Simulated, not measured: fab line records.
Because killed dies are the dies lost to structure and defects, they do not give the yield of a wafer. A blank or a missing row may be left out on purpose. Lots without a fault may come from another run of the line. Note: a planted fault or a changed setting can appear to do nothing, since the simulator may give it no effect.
A struck lot beside a sound one    flow n5 finfet    14 out of 1938 route steps
Sound: wafers L688.3, L688.5, L688.6. Struck: wafers L673.3, L673.5 (left out: L673.4, a lot-mate that was not struck); the cause follows at the end.
Each step with rows lists, per side, the tool, then ch with its chambers, then its first start. Under that, the readings that differ: sound wafers    struck wafers    difference of the means    sigmas: that difference in standard deviations of wafers without a fault.
alike: a reading whose means differ by less than 2 such deviations, as well as words and numbers matching on both sides. not compared: withheld readings; readings where some wafer has no value; bounds like >300 that might hide an equal value; numbers whose values overlap and for which the record gives no deviation.
Wherever a step has rows on one side only, a row that says differs or no value, or a row with sigmas, the two part there. Numbers that don't overlap but have no deviation are shown without sigmas and don't part them. A reading that every wafer of one side lacks parts them only if that side has two wafers or more.

first, 8 steps without rows for these wafers: N5_MIM_TOP_LITHO_HMDS_01 (time 60 s); N5_MIM_TOP_LITHO_COAT_02; N5_MIM_TOP_LITHO_EBR_04; N5_MIM_TOP_LITHO_SOFTBAKE_03 (time 90 s); N5_MIM_TOP_LITHO_EXPOSE_05 (exposes mask MIM TOP, target cd 2000 nm); N5_MIM_TOP_LITHO_PEB_06; N5_MIM_TOP_LITHO_DEVELOP_07 (develop time 60 s); N5_MIM_TOP_LITHO_HARDBAKE_09 (time 120 s).
N5_MIM_TOP_LITHO_CD_MEAS_08 targets a cd of 2000 nm.
  sound on cd sem-01 ch 0, day 18 00:39; struck on cd sem-02 ch 0, day 13 22:44
reading     sound                 struck         difference  sigmas
cd nm (nm)  2000.4 1999.7 1999.7  1997.0 1997.5  -2.7        -2
N5_MIM_TOP_LITHO_OVL_MEAS_11:
  sound on overlay-02 ch 0, day 18 00:42; struck on overlay-01 ch 0, day 13 22:46
  alike: MIM_TOP_OVL
N5_MIM_TOP_LITHO_INSPECT_12: inspects for defects (macro).
  sound on defect inspect-02, day 18 00:44; struck on defect inspect-02, day 13 22:47
  alike: raw defect count
N5_MIM_TOP_LITHO_DESCUM_10: chemistry O2, time 7.9 s.
  sound on rie diel-03 ch 1,3, day 18 00:46; struck on rie diel-03 ch 2, day 13 22:53
  alike: chamber pressure mTorr, drypump motor current A, oes product au, rf vpp V, showerhead plenum p Torr, throttle valve pct
  not compared: rf hours counter h
N5_MIM_TOP_ETCH_ETCH_00: etches TiN in Cl2/BCl3, target depth 38.5 nm.
  sound on rie metal-02 ch 0,1, day 18 00:53; struck on rie metal-03 ch 0, day 13 23:01
reading                                   sound              struck       difference  sigmas
oes product au (a.u.)                     0.83 0.82 0.75     1.26 1.26    +0.46       +6
throttle valve pct (%)                    22.59 22.59 22.59  22.16 22.17  -0.43       -2
model.etch.depth nm (nm)                  38.52 38.42 38.49  65.59 65.83  +27.23      
model.MIM_TOP_ETCH.feature depth nm (nm)  38.6 38.4 38.4     65.6 65.8    +27.2       
  alike: chamber pressure mTorr, drypump motor current A, oes_ar_750_au
  not compared: rf hours counter h, model.coat_of_MIM_TOP_LITHO_COAT_02.thk nm
N5_MIM_TOP_ETCH_STRIP_01: strips in O2.
  sound on rie diel-01 ch 0,1, day 18 01:08; struck on rie diel-01 ch 0,1, day 13 23:08
  alike: chamber pressure mTorr, drypump motor current A, oes product au, rf vpp V, showerhead plenum p Torr, throttle valve pct
  not compared: rf hours counter h

== WHERE THEY PART ==
First at N5_MIM_TOP_LITHO_CD_MEAS_08; last, within this record, at N5_MIM_TOP_ETCH_ETCH_00. Later steps at which nothing parts them and some readings are alike: N5_MIM_TOP_ETCH_STRIP_01.

WHY: what the simulator had put in
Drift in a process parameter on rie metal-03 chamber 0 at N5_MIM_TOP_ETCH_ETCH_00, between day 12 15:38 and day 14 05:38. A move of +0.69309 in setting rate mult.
